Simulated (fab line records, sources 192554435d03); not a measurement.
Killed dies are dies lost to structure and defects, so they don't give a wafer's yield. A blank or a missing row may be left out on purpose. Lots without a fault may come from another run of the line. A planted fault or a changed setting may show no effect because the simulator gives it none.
Problem report in the 8D (eight disciplines) form, filled by code | flow n5_finfet | the parts of the form that need people (team, actions taken, sign-off) are left out

1. THE PROBLEM
barrier_field_endpoint_s at N5_BEOL_M11_CMP_52 reads a mean of 16.6 s on 4 wafers of 3 lots; wafers without a fault read 29.1 s with a standard deviation of 0.85. That is -15 standard deviations from the usual mean.
The step: polishes, stops on SiCOH lowk, t overpolish 7 s, target thk 140 nm.
First seen on wafer L280.5, day 13 06:19, on cmp-03. The record holds 31 wafers of 11 lots with a number at this step. Rule for "out", or "out of limits": more than 4 standard deviations from the usual mean. The other wafers with a number count as sound.

2. WHAT IT IS AND WHAT IT IS NOT
question                    | is                                           | is not
which readings at this step | barrier_field_endpoint_s, time_to_endpoint_s | motor_current_A, overpolish_run_s
which lots                  | L280, L281, L283                             | L273, L275, L286, L287, L289, L292, L293, L294
which wafers of those lots  | L280.5, L281.4, L281.5, L283.4               | L280.6, L281.2, L283.3
read on which tools         | cmp-03                                       | cmp-02, cmp-04
when                        | from day 13 06:19                            | up to then (7 sound wafers); but 20 sound wafers of L281, L283, L286, L287, L289, L292, L293, L294 came after

3. SUSPECTS, AND WHAT RULES EACH OUT
Counting: a tool at a process step up to the reading stays a suspect if it ran every lot that is out. Sound lots after the first of them don't rule it out here, since some wafers of a struck lot are sound.
- cmp-03 at N5_BEOL_M11_CMP_52 (polishes, stops on SiCOH lowk, t overpolish 7 s, target thk 140 nm): kept. It ran every lot that is out, first L280 (day 13 06:19); its last sound lot up to then is L275 (day 12 00:55). Its own readings are out on those wafers: barrier_field_endpoint_s, time_to_endpoint_s.
Left after counting: cmp-03 at N5_BEOL_M11_CMP_52.

4. THE CAUSE (what the simulator had put in)
Process parameter drift: cmp-03, from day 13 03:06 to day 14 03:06, at N5_BEOL_M11_CMP_52. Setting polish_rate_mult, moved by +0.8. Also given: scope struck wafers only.
Counting left only this tool.

5. THE CHAIN OF EFFECTS, in route order
Each row: a reading whose mean over the struck wafers that have a number lies more than 3 standard deviations from the usual. Only readings for which the record gives a usual standard deviation are gone through. hours: the time from each lot's start at the first step in this table that gives one to its start at this step, as a median over the lots. sigmas: the change in usual standard deviations.
hours | step               | reading                  | usual  | on struck wafers | change | sigmas
0     | N5_BEOL_M11_CMP_52 | barrier_field_endpoint_s | 29.1 s | 16.6             | -12.5  | -15
0     | N5_BEOL_M11_CMP_52 | time_to_endpoint_s       | 67 s   | 38               | -29    | -8.2
The process steps in it:
- N5_BEOL_M11_CMP_52: polishes, stops on SiCOH lowk, t overpolish 7 s, target thk 140 nm.

6. WHAT WOULD HAVE CAUGHT IT SOONER
In this record the first reading out of limits was taken at day 13 06:19, 3 hours after the fault began at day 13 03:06.
